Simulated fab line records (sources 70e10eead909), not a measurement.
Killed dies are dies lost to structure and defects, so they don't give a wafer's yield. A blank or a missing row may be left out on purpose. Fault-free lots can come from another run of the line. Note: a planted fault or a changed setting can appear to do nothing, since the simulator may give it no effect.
fab line records :: flow nandHarc
record:
  lots: 5
  wafers: 14
  lastDay: 24
route steps=1159 shown A_ONON_D1@424 END@1159
lots that met no fault: from a run of the same line without faults
startH: start of the lot's first displayed wafer, in hours after the record's first day :: waitH: hours since the lot's step before :: " unchanged from the row above :: L1.1+2: several wafers, shown together as one row :: - either no value or no given start :: * or withheld: withheld :: < > ~ a bound
route shown NAME@n: NAME is a module with steps in the file, n the number in the route of the first one :: usual: mean/standard deviation taken from wafers without a fault :: same: alike in all rows :: chamber/n: place in a boat :: sites: readings site by site :: _std_site: the values' standard deviation :: _edge_site: outer sites' mean less inner sites' :: radiusMm: how far each site lies from the wafer's centre :: mask NAME#n: copy n :: behind: the most recent tool/chamber to have shaped the wafer :: hold: reason for holding the lot/hours on hold/outcome of the hold :: device: whichever transistor did not switch (one of n, p or np) :: end of line: at the end of the route, the tests of the same wafers :: a step without rows: its recipe alone :: killed: count of dies lost to structure and defects at first sort (not the wafer's yield) :: map: per-die view of a wafer (x killed, . not killed, _ where there is no die)
set.NAME: the setting that was run; set.NAME@STEP: the one run at that earlier step :: model.NAME: the simulator's own value behind a step, which no gauge read
lots at selected steps of the route; one table per step, one row per wafer
services: the hour from which a tool's chamber was out of use, counted from the record's first day as startH (under 0 if before that day), plus the number of hours and why
== steps ==
step: NHARC_A_ONON_D1_DEP_00
recipe:
  targetThkA: 10000
  n2FlowSccm: 2750
  n2oFlowSccm: 2000
  nh3FlowSccm: 500
  sih4FlowSccm: 210
  tempC: 400
step: NHARC_A_ONON_D1_THK_MEAS_02
recipe:
  thkMeasGauge: ellipsometry
usual:
  thkNm: 1003/8.5
lot.wafer: L649.3
tool: filmMetro-02
chamber: -
startH: 174.20
waitH: -
thkNm: 1007

lot.wafer: L649.4
tool: filmMetro-02
chamber: -
startH: 174.20
waitH: -
thkNm: 1009

lot.wafer: L649.5
tool: filmMetro-02
chamber: -
startH: 174.20
waitH: -
thkNm: 1006

lot.wafer: L651.1
tool: filmMetro-01
chamber: -
startH: 183.96
waitH: -
thkNm: 997

lot.wafer: L651.3
tool: filmMetro-01
chamber: -
startH: 183.96
waitH: -
thkNm: 997

lot.wafer: L651.5
tool: filmMetro-01
chamber: -
startH: 183.96
waitH: -
thkNm: 999

lot.wafer: L661.1
tool: filmMetro-02
chamber: -
startH: 247.81
waitH: -
thkNm: 997

lot.wafer: L661.2
tool: filmMetro-02
chamber: -
startH: 247.81
waitH: -
thkNm: 998

lot.wafer: L665.1
tool: filmMetro-02
chamber: -
startH: 274.05
waitH: -
thkNm: 1013

lot.wafer: L665.3
tool: filmMetro-02
chamber: -
startH: 274.05
waitH: -
thkNm: 1013

lot.wafer: L665.5
tool: filmMetro-02
chamber: -
startH: 274.05
waitH: -
thkNm: 1011

lot.wafer: L668.2
tool: filmMetro-02
chamber: -
startH: 284.15
waitH: -
thkNm: 1008

lot.wafer: L668.5
tool: filmMetro-02
chamber: -
startH: 284.15
waitH: -
thkNm: 1006

lot.wafer: L668.6
tool: filmMetro-02
chamber: -
startH: 284.15
waitH: -
thkNm: 1007
step: NHARC_A_ONON_D1_DEP_03
recipe:
  targetThkA: 10000
  n2FlowSccm: 2750
  n2oFlowSccm: 2000
  nh3FlowSccm: 500
  sih4FlowSccm: 210
  tempC: 400
step: NHARC_A_ONON_D1_THK_MEAS_05
recipe:
  thkMeasGauge: ellipsometry
usual:
  thkNm: 998/8.9
lot.wafer: L649.3
tool: filmMetro-01
chamber: -
startH: 174.78
waitH: -
thkNm: 1014

lot.wafer: L649.4
tool: filmMetro-01
chamber: -
startH: 174.78
waitH: -
thkNm: 1013

lot.wafer: L649.5
tool: filmMetro-01
chamber: -
startH: 174.78
waitH: -
thkNm: 1014

lot.wafer: L651.1
tool: filmMetro-02
chamber: -
startH: 184.55
waitH: -
thkNm: 1004

lot.wafer: L651.3
tool: filmMetro-02
chamber: -
startH: 184.55
waitH: -
thkNm: 1004

lot.wafer: L651.5
tool: filmMetro-02
chamber: -
startH: 184.55
waitH: -
thkNm: 1004

lot.wafer: L661.1
tool: filmMetro-02
chamber: -
startH: 248.37
waitH: -
thkNm: 1001

lot.wafer: L661.2
tool: filmMetro-02
chamber: -
startH: 248.37
waitH: -
thkNm: 1001

lot.wafer: L665.1
tool: filmMetro-02
chamber: -
startH: 274.61
waitH: -
thkNm: 989

lot.wafer: L665.3
tool: filmMetro-02
chamber: -
startH: 274.61
waitH: -
thkNm: 988

lot.wafer: L665.5
tool: filmMetro-02
chamber: -
startH: 274.61
waitH: -
thkNm: 988

lot.wafer: L668.2
tool: filmMetro-01
chamber: -
startH: 284.71
waitH: -
thkNm: 998

lot.wafer: L668.5
tool: filmMetro-01
chamber: -
startH: 284.71
waitH: -
thkNm: 995

lot.wafer: L668.6
tool: filmMetro-01
chamber: -
startH: 284.71
waitH: -
thkNm: 996
step: NHARC_A_ONON_D1_DEP_06
recipe:
  targetThkA: 10000
  n2FlowSccm: 2750
  n2oFlowSccm: 2000
  nh3FlowSccm: 500
  sih4FlowSccm: 210
  tempC: 400
step: NHARC_A_ONON_D1_THK_MEAS_08
recipe:
  thkMeasGauge: ellipsometry
usual:
  thkNm: 1000/11
lot.wafer: L649.3
tool: filmMetro-01
chamber: -
startH: 175.34
waitH: -
thkNm: 1005

lot.wafer: L649.4
tool: filmMetro-01
chamber: -
startH: 175.34
waitH: -
thkNm: 1006

lot.wafer: L649.5
tool: filmMetro-01
chamber: -
startH: 175.34
waitH: -
thkNm: 1006

lot.wafer: L651.1
tool: filmMetro-01
chamber: -
startH: 185.13
waitH: -
thkNm: 991

lot.wafer: L651.3
tool: filmMetro-01
chamber: -
startH: 185.13
waitH: -
thkNm: 990

lot.wafer: L651.5
tool: filmMetro-01
chamber: -
startH: 185.13
waitH: -
thkNm: 991

lot.wafer: L661.1
tool: filmMetro-02
chamber: -
startH: 248.94
waitH: -
thkNm: 984

lot.wafer: L661.2
tool: filmMetro-02
chamber: -
startH: 248.94
waitH: -
thkNm: 984

lot.wafer: L665.1
tool: filmMetro-02
chamber: -
startH: 275.18
waitH: -
thkNm: 991

lot.wafer: L665.3
tool: filmMetro-02
chamber: -
startH: 275.18
waitH: -
thkNm: 994

lot.wafer: L665.5
tool: filmMetro-02
chamber: -
startH: 275.18
waitH: -
thkNm: 996

lot.wafer: L668.2
tool: filmMetro-01
chamber: -
startH: 285.28
waitH: -
thkNm: 993

lot.wafer: L668.5
tool: filmMetro-01
chamber: -
startH: 285.28
waitH: -
thkNm: 993

lot.wafer: L668.6
tool: filmMetro-01
chamber: -
startH: 285.28
waitH: -
thkNm: 993
step: NHARC_A_ONON_D1_DEP_09
recipe:
  targetThkA: 10000
  n2FlowSccm: 2750
  n2oFlowSccm: 2000
  nh3FlowSccm: 500
  sih4FlowSccm: 210
  tempC: 400
step: NHARC_A_ONON_D1_THK_MEAS_11
recipe:
  thkMeasGauge: ellipsometry
usual:
  thkNm: 1002/10
lot.wafer: L649.3
tool: filmMetro-01
chamber: -
startH: 175.91
waitH: -
thkNm: 1008

lot.wafer: L649.4
tool: filmMetro-01
chamber: -
startH: 175.91
waitH: -
thkNm: 1008

lot.wafer: L649.5
tool: filmMetro-01
chamber: -
startH: 175.91
waitH: -
thkNm: 1007

lot.wafer: L651.1
tool: filmMetro-01
chamber: -
startH: 185.70
waitH: -
thkNm: 1003

lot.wafer: L651.3
tool: filmMetro-01
chamber: -
startH: 185.70
waitH: -
thkNm: 1002

lot.wafer: L651.5
tool: filmMetro-01
chamber: -
startH: 185.70
waitH: -
thkNm: 1003

lot.wafer: L661.1
tool: filmMetro-01
chamber: -
startH: 249.51
waitH: -
thkNm: 1004

lot.wafer: L661.2
tool: filmMetro-01
chamber: -
startH: 249.51
waitH: -
thkNm: 1005

lot.wafer: L665.1
tool: filmMetro-01
chamber: -
startH: 275.75
waitH: -
thkNm: 1016

lot.wafer: L665.3
tool: filmMetro-01
chamber: -
startH: 275.75
waitH: -
thkNm: 1016

lot.wafer: L665.5
tool: filmMetro-01
chamber: -
startH: 275.75
waitH: -
thkNm: 1015

lot.wafer: L668.2
tool: filmMetro-01
chamber: -
startH: 285.84
waitH: -
thkNm: 1003

lot.wafer: L668.5
tool: filmMetro-01
chamber: -
startH: 285.84
waitH: -
thkNm: 1006

lot.wafer: L668.6
tool: filmMetro-01
chamber: -
startH: 285.84
waitH: -
thkNm: 1004
step: NHARC_A_ONON_D1_DEP_12
recipe:
  targetThkA: 10000
  n2FlowSccm: 2750
  n2oFlowSccm: 2000
  nh3FlowSccm: 500
  sih4FlowSccm: 210
  tempC: 400
step: NHARC_A_ONON_D1_THK_MEAS_14
recipe:
  thkMeasGauge: ellipsometry
usual:
  thkNm: 1001/8.6
lot.wafer: L649.3
tool: filmMetro-02
chamber: -
startH: 176.47
waitH: -
thkNm: 1001

lot.wafer: L649.4
tool: filmMetro-02
chamber: -
startH: 176.47
waitH: -
thkNm: 999

lot.wafer: L649.5
tool: filmMetro-02
chamber: -
startH: 176.47
waitH: -
thkNm: 999

lot.wafer: L651.1
tool: filmMetro-02
chamber: -
startH: 186.27
waitH: -
thkNm: 1002

lot.wafer: L651.3
tool: filmMetro-02
chamber: -
startH: 186.27
waitH: -
thkNm: 1002

lot.wafer: L651.5
tool: filmMetro-02
chamber: -
startH: 186.27
waitH: -
thkNm: 1003

lot.wafer: L661.1
tool: filmMetro-01
chamber: -
startH: 250.08
waitH: -
thkNm: 992

lot.wafer: L661.2
tool: filmMetro-01
chamber: -
startH: 250.08
waitH: -
thkNm: 994

lot.wafer: L665.1
tool: filmMetro-01
chamber: -
startH: 276.33
waitH: -
thkNm: 1013

lot.wafer: L665.3
tool: filmMetro-01
chamber: -
startH: 276.33
waitH: -
thkNm: 1013

lot.wafer: L665.5
tool: filmMetro-01
chamber: -
startH: 276.33
waitH: -
thkNm: 1012

lot.wafer: L668.2
tool: filmMetro-01
chamber: -
startH: 286.41
waitH: -
thkNm: 1003

lot.wafer: L668.5
tool: filmMetro-01
chamber: -
startH: 286.41
waitH: -
thkNm: 1002

lot.wafer: L668.6
tool: filmMetro-01
chamber: -
startH: 286.41
waitH: -
thkNm: 1001
step: NHARC_A_ONON_D1_ANNEAL_15
recipe:
  tempC: 750
  timeS: 3600
step: NHARC_A_ONON_D1_DEP_16
recipe:
  targetThkA: 10000
  n2FlowSccm: 2750
  n2oFlowSccm: 2000
  nh3FlowSccm: 500
  sih4FlowSccm: 210
  tempC: 400
usual:
  n2FlowSccm: 2750/8.8
lot.wafer: L649.3
tool: pecvdOnon-03
chamber: 0
startH: 183.22
waitH: 0.2
n2FlowSccm: 2737

lot.wafer: L649.4
tool: pecvdOnon-03
chamber: 0
startH: 183.22
waitH: 0.2
n2FlowSccm: 2744

lot.wafer: L649.5
tool: pecvdOnon-03
chamber: 0
startH: 183.22
waitH: 0.2
n2FlowSccm: 2737

lot.wafer: L651.1
tool: pecvdOnon-04
chamber: 0
startH: 192.87
waitH: 0.1
n2FlowSccm: 2752

lot.wafer: L651.3
tool: pecvdOnon-04
chamber: 0
startH: 192.87
waitH: 0.1
n2FlowSccm: 2751

lot.wafer: L651.5
tool: pecvdOnon-04
chamber: 0
startH: 192.87
waitH: 0.1
n2FlowSccm: 2750

lot.wafer: L661.1
tool: pecvdOnon-03
chamber: 0
startH: 256.74
waitH: 0.1
n2FlowSccm: 2737

lot.wafer: L661.2
tool: pecvdOnon-03
chamber: 0
startH: 256.74
waitH: 0.1
n2FlowSccm: 2740

lot.wafer: L665.1
tool: pecvdOnon-02
chamber: 0
startH: 285.12
waitH: 0.1
n2FlowSccm: 2739

lot.wafer: L665.3
tool: pecvdOnon-02
chamber: 0
startH: 285.12
waitH: 0.1
n2FlowSccm: 2744

lot.wafer: L665.5
tool: pecvdOnon-02
chamber: 0
startH: 285.12
waitH: 0.1
n2FlowSccm: 2751

lot.wafer: L668.2
tool: pecvdOnon-04
chamber: 0
startH: 294.03
waitH: 0.1
n2FlowSccm: 2738

lot.wafer: L668.5
tool: pecvdOnon-04
chamber: 0
startH: 294.03
waitH: 0.1
n2FlowSccm: 2734

lot.wafer: L668.6
tool: pecvdOnon-04
chamber: 0
startH: 294.03
waitH: 0.1
n2FlowSccm: 2743
step: NHARC_A_ONON_D1_THK_MEAS_18
recipe:
  thkMeasGauge: ellipsometry
usual:
  thkNm: 1001/11
lot.wafer: L649.3
tool: filmMetro-01
chamber: -
startH: 183.61
waitH: -
thkNm: 1016

lot.wafer: L649.4
tool: filmMetro-01
chamber: -
startH: 183.61
waitH: -
thkNm: 1017

lot.wafer: L649.5
tool: filmMetro-01
chamber: -
startH: 183.61
waitH: -
thkNm: 1014

lot.wafer: L651.1
tool: filmMetro-01
chamber: -
startH: 193.39
waitH: -
thkNm: 990

lot.wafer: L651.3
tool: filmMetro-01
chamber: -
startH: 193.39
waitH: -
thkNm: 992

lot.wafer: L651.5
tool: filmMetro-01
chamber: -
startH: 193.39
waitH: -
thkNm: 993

lot.wafer: L661.1
tool: filmMetro-01
chamber: -
startH: 257.25
waitH: -
thkNm: 1829

lot.wafer: L661.2
tool: filmMetro-01
chamber: -
startH: 257.25
waitH: -
thkNm: 1831

lot.wafer: L665.1
tool: filmMetro-02
chamber: -
startH: 285.62
waitH: -
thkNm: 1004

lot.wafer: L665.3
tool: filmMetro-02
chamber: -
startH: 285.62
waitH: -
thkNm: 1004

lot.wafer: L665.5
tool: filmMetro-02
chamber: -
startH: 285.62
waitH: -
thkNm: 1003

lot.wafer: L668.2
tool: filmMetro-02
chamber: -
startH: 294.49
waitH: -
thkNm: 999

lot.wafer: L668.5
tool: filmMetro-02
chamber: -
startH: 294.49
waitH: -
thkNm: 998

lot.wafer: L668.6
tool: filmMetro-02
chamber: -
startH: 294.49
waitH: -
thkNm: 996
step: NHARC_A_ONON_D1_DEP_19
recipe:
  targetThkA: 10000
  n2FlowSccm: 2750
  n2oFlowSccm: 2000
  nh3FlowSccm: 500
  sih4FlowSccm: 210
  tempC: 400
step: NHARC_END_SORT_01
recipe:
  tempC: 25
usual:
  killedAtArray: 26/9.6
  killedAtOther: 0.7/0.92
  killedAtPeriphery: 3.8/2.7
  killedDies: 31/10
  killedOpen: 3.3/1.7
  killedShort: 1.8/1.3
same:
  grossDies: 677
lot.wafer: L649.3
tool: prober-02
chamber: 0
startH: 453.56
waitH: 3.1
killedAtArray: 28
killedAtOther: 0
killedAtPeriphery: 2
killedDies: 30
killedOpen: 6
killedShort: 1

lot.wafer: L649.4
tool: prober-02
chamber: 0
startH: 454.36
waitH: 3.4
killedAtArray: 31
killedAtOther: 0
killedAtPeriphery: 3
killedDies: 34
killedOpen: 3
killedShort: 1

lot.wafer: L649.5
tool: prober-02
chamber: 0
startH: 455.16
waitH: 3.7
killedAtArray: 21
killedAtOther: 0
killedAtPeriphery: 7
killedDies: 28
killedOpen: 3
killedShort: 1

lot.wafer: L651.1
tool: prober-01
chamber: 0
startH: 467.53
waitH: 2.5
killedAtArray: 13
killedAtOther: 1
killedAtPeriphery: 3
killedDies: 17
killedOpen: 4
killedShort: 1

lot.wafer: L651.3
tool: prober-01
chamber: 0
startH: 469.13
waitH: 3.1
killedAtArray: 12
killedAtOther: 0
killedAtPeriphery: 2
killedDies: 14
killedOpen: 2
killedShort: 5

lot.wafer: L651.5
tool: prober-01
chamber: 0
startH: 470.73
waitH: 3.7
killedAtArray: 15
killedAtOther: 0
killedAtPeriphery: 2
killedDies: 17
killedOpen: 7
killedShort: 0

lot.wafer: L661.1
tool: prober-01
chamber: 0
startH: 534.50
waitH: 2.5
killedAtArray: 675
killedAtOther: 1
killedAtPeriphery: 1
killedDies: 677
killedOpen: 2
killedShort: 3

lot.wafer: L661.2
tool: prober-01
chamber: 0
startH: 535.29
waitH: 2.8
killedAtArray: 674
killedAtOther: 0
killedAtPeriphery: 3
killedDies: 677
killedOpen: 2
killedShort: 2
killed by level:class
L649.3 A_CHANNEL_HOLE_D1:chamberFilmFlake=16 A_M0:chamberFilmFlake=4 A_ONON_D1:geometricParticle:open=2 P_GATE:geometricParticle:open=1 A_WL_FILL:geometricParticle:open=1 A_CONTACT:geometricParticle:open=1 A_CONTACT:geometricParticle:short=1 A_M0:geometricParticle:open=1
L649.4 A_CHANNEL_HOLE_D1:chamberFilmFlake=17 P_STI:chamberFilmFlake=3 A_M0:chamberFilmFlake=3 A_CONTACT:geometricParticle:open=2 A_SLIT:chamberFilmFlake=2 A_WL_FILL:chamberFilmFlake=2 A_WL_FILL:geometricParticle:short=1 A_M0:geometricParticle:open=1
L649.5 A_CHANNEL_HOLE_D1:chamberFilmFlake=11 A_WL_FILL:chamberFilmFlake=3 P_STI:chamberFilmFlake=2 P_M0:chamberFilmFlake=2 P_M2:chamberFilmFlake=2 A_CONTACT:chamberFilmFlake=2 P_CONTACT:geometricParticle:open=1 A_ONON_D1:geometricParticle:open=1
L651.1 A_CHANNEL_HOLE_D1:chamberFilmFlake=4 A_CONTACT:chamberFilmFlake=4 P_M0:geometricParticle:open=1 A_ONON_D1:geometricParticle:open=1 A_CHANNEL_FILL_D1:geometricParticle:short=1 A_STAIRCASE:geometricParticle:open=1 A_SGD_CUT:geometricParticle:open=1 P_ZERO_WELL:chamberFilmFlake=1
L651.3 A_SGD_CUT:geometricParticle:short=2 A_STAIRCASE:chamberFilmFlake=2 A_CONTACT:chamberFilmFlake=2 P_M1:geometricParticle:short=1 A_ONON_D1:geometricParticle:short=1 A_STAIRCASE:geometricParticle:open=1 A_WL_FILL:geometricParticle:short=1 A_CONTACT:geometricParticle:open=1
L651.5 A_CHANNEL_HOLE_D1:chamberFilmFlake=3 A_STAIRCASE:chamberFilmFlake=3 A_CONTACT:geometricParticle:open=2 A_CONTACT:chamberFilmFlake=2 P_M0:geometricParticle:open=1 A_ONON_D1:geometricParticle:open=1 A_CHANNEL_FILL_D1:geometricParticle:open=1 A_SGD_CUT:geometricParticle:open=1
L661.1 A_ONON_D1:areaDep=634 A_CHANNEL_HOLE_D1:chamberFilmFlake=20 A_SLIT:chamberFilmFlake=8 A_CHANNEL_FILL_D1:chamberFilmFlake=3 A_ZERO_WELL:chamberFilmFlake=2 A_CONTACT:chamberFilmFlake=2 A_ONON_D1:geometricParticle:open=1 A_CHANNEL_FILL_D1:geometricParticle:short=1
L661.2 A_ONON_D1:areaDep=631 A_CHANNEL_HOLE_D1:chamberFilmFlake=21 A_SLIT:chamberFilmFlake=11 A_STAIRCASE:chamberFilmFlake=7 P_CONTACT:geometricParticle:open=1 P_M1:geometricParticle:open=1 A_ONON_D1:geometricParticle:short=1 A_BLC:geometricParticle:short=1
map L661.1 (x killed, . not)
____________x____________
_________xxxxxxx_________
_______xxxxxxxxxxx_______
______xxxxxxxxxxxxx______
_____xxxxxxxxxxxxxxx_____
____xxxxxxxxxxxxxxxxx____
____xxxxxxxxxxxxxxxxx____
___xxxxxxxxxxxxxxxxxxx___
___xxxxxxxxxxxxxxxxxxx___
__xxxxxxxxxxxxxxxxxxxxx__
__xxxxxxxxxxxxxxxxxxxxx__
_xxxxxxxxxxxxxxxxxxxxxxx_
_xxxxxxxxxxxxxxxxxxxxxxx_
_xxxxxxxxxxxxxxxxxxxxxxx_
_xxxxxxxxxxxxxxxxxxxxxxx_
_xxxxxxxxxxxxxxxxxxxxxxx_
xxxxxxxxxxxxxxxxxxxxxxxxx
xxxxxxxxxxxxxxxxxxxxxxxxx
xxxxxxxxxxxxxxxxxxxxxxxxx
xxxxxxxxxxxxxxxxxxxxxxxxx
xxxxxxxxxxxxxxxxxxxxxxxxx
_xxxxxxxxxxxxxxxxxxxxxxx_
_xxxxxxxxxxxxxxxxxxxxxxx_
_xxxxxxxxxxxxxxxxxxxxxxx_
_xxxxxxxxxxxxxxxxxxxxxxx_
_xxxxxxxxxxxxxxxxxxxxxxx_
__xxxxxxxxxxxxxxxxxxxxx__
__xxxxxxxxxxxxxxxxxxxxx__
___xxxxxxxxxxxxxxxxxxx___
___xxxxxxxxxxxxxxxxxxx___
____xxxxxxxxxxxxxxxxx____
____xxxxxxxxxxxxxxxxx____
_____xxxxxxxxxxxxxxx_____
______xxxxxxxxxxxxx______
_______xxxxxxxxxxx_______
_________xxxxxxx_________
____________x____________
map L649.4 (x killed, . not)
____________.____________
_________......._________
_______.x........._______
______.............______
_____..x............_____
____...........x.....____
____.................____
___............x......___
___...........x.x.....___
__x....................__
__....x................__
_....x.................._
_......................._
_.....x................._
_......................._
_......................._
.........................
.............x...........
......x..........x.......
.........................
......x.........x...x....
_..................x...._
_...............x.x....._
_.............x..xxxx..._
_......x................_
_................xx....._
__...............xx....__
__...........x....x....__
___...............x...___
___...................___
____.................____
____.................____
_____............x.._____
______......x......______
_______..........._______
_________......._________
____________.____________
== services ==
tool: pecvdOnon-04
chamber: -
startH: 237.00
hours: 13.0
kind: pm

tool: pecvdOnon-02
chamber: -
startH: 292.03
hours: 13.0
kind: pm
== key ==
firstSign:
  step: NHARC_A_ONON_D1_THK_MEAS_18
  reading: thkNm
  direction: up
  sigmas: 78
  usual: 1001
  struck: 1830
effect:
  step: NHARC_END_SORT_01
  reading: killedAtArray
  direction: up
  sigmas: 68
  usual: 26
  struck: 674
moreKillsBornAt:
  NHARC_A_ONON_D1_DEP_16@pecvdOnon-03: 1265
metAt NHARC_A_ONON_D1_DEP_16
struckWafers L661.1,L661.2
laterRowsLeftOut L661.1,L661.2
testerLeftOut L661
onsetBetween 183.22 256.74
fault:
  kind: processParameterDrift
  tool: pecvdOnon-03
  chamber: -
  onsetH: 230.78
  steps: NHARC_A_ONON_D1_DEP_16
  channel: targetThkA
  offset: *
  shape: step
  endH: 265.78
  scope: struckWafersOnly
  actsIn: *
  stated: *
testerLeftOut: of these lots the tester's yield and bins aren't shown, on N5 and GAA mostly nor the transistor test; their killed dies are dies lost to structure and defects alone, not to doping, threshold or leakage, so they don't give the yield
laterRowsLeftOut: the simulator's readings of these wafers behind a module that went badly wrong aren't trusted and aren't shown, but for the sort
